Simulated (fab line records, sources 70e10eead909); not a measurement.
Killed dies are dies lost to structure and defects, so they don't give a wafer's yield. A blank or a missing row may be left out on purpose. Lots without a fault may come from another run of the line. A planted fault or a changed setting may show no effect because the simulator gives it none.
Which tool did it? | flow nand_harc | 6 lots, 18 wafers sampled, at 2 steps of a route of 1159

WHAT THE GAUGES READ, wafer by wafer
NHARC_A_BLC_CD_MEAS_10: target cd 100 nm.
lot  | measured     | on        | cd_nm (nm)
L236 | day 17 22:04 | cd_sem-02 | 100.4 99.1 100.0
L235 | day 18 08:14 | cd_sem-02 | 100.4 100.4 100.9
L239 | day 18 23:03 | cd_sem-02 | 100.2 101.0 100.6
L246 | day 20 05:59 | cd_sem-01 | 112.9 112.2 113.2
L247 | day 21 06:01 | cd_sem-01 | 110.2 110.1 109.9
L253 | day 22 08:41 | cd_sem-02 | 100.6 102.0 101.9

WHICH TOOL RAN EACH LOT (tool, then ch and the chambers of the sampled wafers, then the start)
lot  | NHARC_A_BLC_PEB_08
L236 | litho_track-06 ch 0, day 17 21:59
L235 | litho_track-01 ch 0, day 18 08:10
L239 | litho_track-01 ch 0, day 18 22:58
L246 | litho_track-06 ch 0, day 20 05:54
L247 | litho_track-06 ch 0, day 21 05:56
L253 | litho_track-01 ch 0, day 22 08:37
- NHARC_A_BLC_PEB_08: peb time 65 s.

THE ANSWER, worked out from the rows above alone
Rule: what is usual is taken from the lots themselves. Put in order of their means at a reading, lots are off if they are a third of the lots or fewer, leave a main group of 4 or more, and stand apart from it by a gap of 3 or more times the standard deviation of the main group's means; of several such gaps the widest counts. A main group whose means are all the same, to the digits that the tables above print for the reading, isn't used. A lot without any number at a reading at which 4 lots or more have one is off too. The other lots that the step has rows for count as sound.
Off: L246, L247, at NHARC_A_BLC_CD_MEAS_10 (cd_nm). The main group: mean 100.6 nm, standard deviation 0.59.
A tool fits if, at a process step before that reading, it ran every lot that is off, and no sound lot after the first of them. The gauges at NHARC_A_BLC_CD_MEAS_10 are tried like those tools. Can't be told from this: 2 tools fit, litho_track-06 at NHARC_A_BLC_PEB_08, cd_sem-01 at NHARC_A_BLC_CD_MEAS_10.

WHAT THE SIMULATOR HAD PUT IN
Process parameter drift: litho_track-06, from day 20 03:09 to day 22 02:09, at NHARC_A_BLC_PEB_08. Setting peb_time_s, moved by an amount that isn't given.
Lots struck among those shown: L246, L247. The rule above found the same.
